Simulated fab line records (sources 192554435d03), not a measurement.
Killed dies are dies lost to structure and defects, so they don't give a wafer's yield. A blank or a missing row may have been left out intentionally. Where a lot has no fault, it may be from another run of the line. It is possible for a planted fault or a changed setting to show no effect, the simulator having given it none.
Split-lot experiment / flow n5 finfet / route with 1938 steps; 7 lots, 39 wafers read

## ABOUT THE SPLIT
At N5_SD_EPI_P_EPI_21 (deposits SiGe:B, time 355 s), the setting epi growth time s was moved away from the recipe's 355 s on 12 of the 39 wafers read, by -57.1% to +58.1%. This setting was run at the recipe's value on the other wafers.

Reading taken at the split's own step.

## THE READING
SiGe-B_of_SD_EPI_P_EPI_21.thk nm (the simulator's own value, which no gauge read), in nm, at N5_SD_EPI_P_EPI_21 (deposits SiGe:B, time 355 s). There is no usual value for it anywhere in the file. The 27 wafers here that ran the recipe average 61.4 nm, standard deviation 0.63 nm.

wafer=L074.1; tool, chamber at the split=epi rpcvd-01, 0; epi growth time s as run, s=355; against the recipe=recipe; SiGe-B_of_SD_EPI_P_EPI_21.thk nm, nm=61.4; against lot-mates on the recipe=-
wafer=L074.2; tool, chamber at the split=epi rpcvd-01, 0; epi growth time s as run, s=355; against the recipe=recipe; SiGe-B_of_SD_EPI_P_EPI_21.thk nm, nm=60.4; against lot-mates on the recipe=-
wafer=L074.3; tool, chamber at the split=epi rpcvd-01, 0; epi growth time s as run, s=499.6; against the recipe=+40.7%; SiGe-B_of_SD_EPI_P_EPI_21.thk nm, nm=77.4; against lot-mates on the recipe=+16.5
wafer=L074.4; tool, chamber at the split=epi rpcvd-01, 0; epi growth time s as run, s=499.6; against the recipe=+40.7%; SiGe-B_of_SD_EPI_P_EPI_21.thk nm, nm=78.2; against lot-mates on the recipe=+17.3
wafer=L074.5; tool, chamber at the split=epi rpcvd-01, 0; epi growth time s as run, s=355; against the recipe=recipe; SiGe-B_of_SD_EPI_P_EPI_21.thk nm, nm=61; against lot-mates on the recipe=-
wafer=L074.6; tool, chamber at the split=epi rpcvd-01, 0; epi growth time s as run, s=499.6; against the recipe=+40.7%; SiGe-B_of_SD_EPI_P_EPI_21.thk nm, nm=77; against lot-mates on the recipe=+16.1
wafer=L076.1; tool, chamber at the split=epi rpcvd-02, 0; epi growth time s as run, s=561.1; against the recipe=+58.1%; SiGe-B_of_SD_EPI_P_EPI_21.thk nm, nm=81.8; against lot-mates on the recipe=+21.5
wafer=L076.2; tool, chamber at the split=epi rpcvd-02, 0; epi growth time s as run, s=561.1; against the recipe=+58.1%; SiGe-B_of_SD_EPI_P_EPI_21.thk nm, nm=82.4; against lot-mates on the recipe=+22.1
wafer=L076.3; tool, chamber at the split=epi rpcvd-02, 0; epi growth time s as run, s=561.1; against the recipe=+58.1%; SiGe-B_of_SD_EPI_P_EPI_21.thk nm, nm=82.6; against lot-mates on the recipe=+22.3
wafer=L076.4; tool, chamber at the split=epi rpcvd-02, 0; epi growth time s as run, s=355; against the recipe=recipe; SiGe-B_of_SD_EPI_P_EPI_21.thk nm, nm=59.6; against lot-mates on the recipe=-
wafer=L076.5; tool, chamber at the split=epi rpcvd-02, 0; epi growth time s as run, s=355; against the recipe=recipe; SiGe-B_of_SD_EPI_P_EPI_21.thk nm, nm=60.8; against lot-mates on the recipe=-
wafer=L076.6; tool, chamber at the split=epi rpcvd-02, 0; epi growth time s as run, s=355; against the recipe=recipe; SiGe-B_of_SD_EPI_P_EPI_21.thk nm, nm=60.6; against lot-mates on the recipe=-
wafer=L079.1; tool, chamber at the split=epi rpcvd-01, 0; epi growth time s as run, s=355; against the recipe=recipe; SiGe-B_of_SD_EPI_P_EPI_21.thk nm, nm=62.2; against lot-mates on the recipe=-
wafer=L079.2; tool, chamber at the split=epi rpcvd-01, 0; epi growth time s as run, s=355; against the recipe=recipe; SiGe-B_of_SD_EPI_P_EPI_21.thk nm, nm=62; against lot-mates on the recipe=-
wafer=L079.3; tool, chamber at the split=epi rpcvd-01, 0; epi growth time s as run, s=355; against the recipe=recipe; SiGe-B_of_SD_EPI_P_EPI_21.thk nm, nm=61.8; against lot-mates on the recipe=-
wafer=L079.6; tool, chamber at the split=epi rpcvd-01, 0; epi growth time s as run, s=355; against the recipe=recipe; SiGe-B_of_SD_EPI_P_EPI_21.thk nm, nm=61.8; against lot-mates on the recipe=-
wafer=L079.4; tool, chamber at the split=epi rpcvd-01, 0; epi growth time s as run, s=355; against the recipe=recipe; SiGe-B_of_SD_EPI_P_EPI_21.thk nm, nm=61.2; against lot-mates on the recipe=-
wafer=L079.5; tool, chamber at the split=epi rpcvd-01, 0; epi growth time s as run, s=355; against the recipe=recipe; SiGe-B_of_SD_EPI_P_EPI_21.thk nm, nm=60.6; against lot-mates on the recipe=-
wafer=L087.1; tool, chamber at the split=epi rpcvd-02, 0; epi growth time s as run, s=355; against the recipe=recipe; SiGe-B_of_SD_EPI_P_EPI_21.thk nm, nm=62; against lot-mates on the recipe=-
wafer=L087.5; tool, chamber at the split=epi rpcvd-02, 0; epi growth time s as run, s=355; against the recipe=recipe; SiGe-B_of_SD_EPI_P_EPI_21.thk nm, nm=62; against lot-mates on the recipe=-
wafer=L087.2; tool, chamber at the split=epi rpcvd-02, 0; epi growth time s as run, s=355; against the recipe=recipe; SiGe-B_of_SD_EPI_P_EPI_21.thk nm, nm=62.2; against lot-mates on the recipe=-
wafer=L087.3; tool, chamber at the split=epi rpcvd-02, 0; epi growth time s as run, s=355; against the recipe=recipe; SiGe-B_of_SD_EPI_P_EPI_21.thk nm, nm=61.6; against lot-mates on the recipe=-
wafer=L087.6; tool, chamber at the split=epi rpcvd-02, 0; epi growth time s as run, s=355; against the recipe=recipe; SiGe-B_of_SD_EPI_P_EPI_21.thk nm, nm=61.6; against lot-mates on the recipe=-
wafer=L087.4; tool, chamber at the split=epi rpcvd-02, 0; epi growth time s as run, s=355; against the recipe=recipe; SiGe-B_of_SD_EPI_P_EPI_21.thk nm, nm=61.2; against lot-mates on the recipe=-
wafer=L090.1; tool, chamber at the split=epi rpcvd-04, 0; epi growth time s as run, s=355; against the recipe=recipe; SiGe-B_of_SD_EPI_P_EPI_21.thk nm, nm=61.4; against lot-mates on the recipe=-
wafer=L090.2; tool, chamber at the split=epi rpcvd-04, 0; epi growth time s as run, s=152.4; against the recipe=-57.1%; SiGe-B_of_SD_EPI_P_EPI_21.thk nm, nm=28.4; against lot-mates on the recipe=-32.8
wafer=L090.5; tool, chamber at the split=epi rpcvd-04, 0; epi growth time s as run, s=152.4; against the recipe=-57.1%; SiGe-B_of_SD_EPI_P_EPI_21.thk nm, nm=28.4; against lot-mates on the recipe=-32.8
wafer=L090.3; tool, chamber at the split=epi rpcvd-04, 0; epi growth time s as run, s=152.4; against the recipe=-57.1%; SiGe-B_of_SD_EPI_P_EPI_21.thk nm, nm=28.6; against lot-mates on the recipe=-32.6
wafer=L090.4; tool, chamber at the split=epi rpcvd-04, 0; epi growth time s as run, s=355; against the recipe=recipe; SiGe-B_of_SD_EPI_P_EPI_21.thk nm, nm=61; against lot-mates on the recipe=-
wafer=L090.6; tool, chamber at the split=epi rpcvd-04, 0; epi growth time s as run, s=355; against the recipe=recipe; SiGe-B_of_SD_EPI_P_EPI_21.thk nm, nm=61.2; against lot-mates on the recipe=-
wafer=L091.3; tool, chamber at the split=epi rpcvd-02, 0; epi growth time s as run, s=355; against the recipe=recipe; SiGe-B_of_SD_EPI_P_EPI_21.thk nm, nm=61.8; against lot-mates on the recipe=-
wafer=L091.4; tool, chamber at the split=epi rpcvd-02, 0; epi growth time s as run, s=355; against the recipe=recipe; SiGe-B_of_SD_EPI_P_EPI_21.thk nm, nm=62.4; against lot-mates on the recipe=-
wafer=L091.5; tool, chamber at the split=epi rpcvd-02, 0; epi growth time s as run, s=355; against the recipe=recipe; SiGe-B_of_SD_EPI_P_EPI_21.thk nm, nm=62; against lot-mates on the recipe=-
wafer=L092.1; tool, chamber at the split=epi rpcvd-02, 0; epi growth time s as run, s=355; against the recipe=recipe; SiGe-B_of_SD_EPI_P_EPI_21.thk nm, nm=61.4; against lot-mates on the recipe=-
wafer=L092.5; tool, chamber at the split=epi rpcvd-02, 0; epi growth time s as run, s=355; against the recipe=recipe; SiGe-B_of_SD_EPI_P_EPI_21.thk nm, nm=61.4; against lot-mates on the recipe=-
wafer=L092.2; tool, chamber at the split=epi rpcvd-02, 0; epi growth time s as run, s=355; against the recipe=recipe; SiGe-B_of_SD_EPI_P_EPI_21.thk nm, nm=61.2; against lot-mates on the recipe=-
wafer=L092.3; tool, chamber at the split=epi rpcvd-02, 0; epi growth time s as run, s=498.4; against the recipe=+40.4%; SiGe-B_of_SD_EPI_P_EPI_21.thk nm, nm=77.4; against lot-mates on the recipe=+16.1
wafer=L092.4; tool, chamber at the split=epi rpcvd-02, 0; epi growth time s as run, s=498.4; against the recipe=+40.4%; SiGe-B_of_SD_EPI_P_EPI_21.thk nm, nm=78; against lot-mates on the recipe=+16.7
wafer=L092.6; tool, chamber at the split=epi rpcvd-02, 0; epi growth time s as run, s=498.4; against the recipe=+40.4%; SiGe-B_of_SD_EPI_P_EPI_21.thk nm, nm=76.6; against lot-mates on the recipe=+15.3

THE FIT
A straight line over all 39 wafers: SiGe-B_of_SD_EPI_P_EPI_21.thk nm changes by +0.454 nm for each +1% of epi growth time s; r = +0.98; the points scatter about the line by 2.4 nm.
The same after taking each lot's own level away (the mean of its wafers on the recipe; 39 wafers): +0.46 nm for each +1%; r = +0.99; scatter 2.2 nm.
Per that fit: largest epi growth time s move, reading shift of 27 nm.
Across the lots, their own levels run from 60.33 to 62.07 nm, a range of 2.8 times the standard deviation given above.
So the lot-to-lot level changes the slope little: the two slopes agree.
Check: +26 nm against its lot-mates is what the line predicts for one of the wafers moved furthest among these (+58.1%) when that wafer is left out of the fit. It came out at +21.5 nm against them.

## FURTHER SPLITS ON THESE WAFERS
Before the reading, these wafers also passed through other splits. Each is held against what the fit with the lots' levels taken away leaves over:
other split on the same wafers=N5_FIN_SAQP_HM_DEP_03 target thk a; wafers away from the commonest value=15; r with SiGe-B_of_SD_EPI_P_EPI_21.thk nm (lot level and that fit taken away)=+0.03

## THE WHOLE CHAIN: every reading that the file lists as answering this split, in the file's order
step=N5_SD_EPI_P_EPI_21; what it does=deposits SiGe:B, time 355 s; reading=SiGe-B_of_SD_EPI_P_EPI_21.thk nm (the simulator's own value, which no gauge read); change (the file's fit)=+0.45 nm for each +1% of the setting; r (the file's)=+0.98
step=N5_SD_EPI_P_EPI_MEAS_23; what it does=; reading=thk nm; change (the file's fit)=withheld for each +1% of the setting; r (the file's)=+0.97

## FILE'S OWN FIT
SiGe-B_of_SD_EPI_P_EPI_21.thk nm changes by +0.45 nm for each +1% of epi growth time s, r = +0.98.
